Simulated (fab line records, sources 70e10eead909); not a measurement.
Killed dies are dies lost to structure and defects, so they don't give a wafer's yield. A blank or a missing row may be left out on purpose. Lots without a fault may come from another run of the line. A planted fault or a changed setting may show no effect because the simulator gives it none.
Chamber matching | flow nand_harc | NHARC_A_M0_DEP_32 on pecvd-04: 3 sister chambers
The step deposits SiCN, target thk 30 nm. 22 wafers are shown with their chamber, then 11 later ones without.

WAFERS WITH THEIR CHAMBER
wafer  | chamber | heater_power_w (W)
L075.3 | 0       | 624
L075.4 | 2       | 597
L075.5 | 0       | 618
L076.3 | 0       | 611
L076.5 | 0       | 619
L076.6 | 1       | 588
L080.1 | 1       | 541
L080.5 | 1       | 545
L080.6 | 0       | 542
L079.3 | 2       | 553
L079.4 | 2       | 561
L079.5 | 0       | 599
L081.2 | 0       | 578
L081.4 | 2       | 569
L081.5 | 1       | 590
L082.3 | 1       | 532
L082.4 | 2       | 544
L082.6 | 1       | 550
L087.1 | 1       | 601
L087.2 | 2       | 607
L087.4 | 1       | 612
L093.1 | 1       | 548

SIGNATURES (means of the wafers above)
reading        | chamber 0 | chamber 1 | chamber 2 | scatter within a chamber
heater_power_w | 598.71    | 567.44    | 571.83    | 28.6
Rule: a wafer's distance from a chamber is the root of the sum, over the readings, of the square of ((its reading less the chamber's mean) divided by the reading's scatter). The wafer belongs to the nearest chamber; if the next one is less than 2 further off, it can't be placed. The scatter: the root of (the sum of the squares of (reading less its chamber's mean) over the shown wafers, divided by (wafers less chambers)).

WAFERS WITHOUT THEIR CHAMBER
wafer  | heater_power_w (W)
L093.4 | 566
L093.5 | 561
L092.1 | 542
L092.2 | 617
L092.3 | 573
L095.1 | 592
L095.3 | 580
L095.5 | 632
L096.3 | 554
L096.4 | 564
L096.5 | 534

WHICH CHAMBER EACH WENT THROUGH
wafer  | from the rows above          | in truth
L093.4 | can't be placed: 1 or 2 or 0 | 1
L093.5 | can't be placed: 1 or 2 or 0 | 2
L092.1 | can't be placed: 1 or 2 or 0 | 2
L092.2 | can't be placed: 0 or 2 or 1 | 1
L092.3 | can't be placed: 2 or 1 or 0 | 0
L095.1 | can't be placed: 0 or 2 or 1 | 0
L095.3 | can't be placed: 2 or 1 or 0 | 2
L095.5 | can't be placed: 0 or 2 or 1 | 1
L096.3 | can't be placed: 1 or 2 or 0 | 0
L096.4 | can't be placed: 1 or 2 or 0 | 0
L096.5 | can't be placed: 1 or 2 or 0 | 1
Placed correctly: 0 of 11. Can't be placed from these rows: 11 (the true chamber is among the candidates in 11). Placed wrongly: 0.
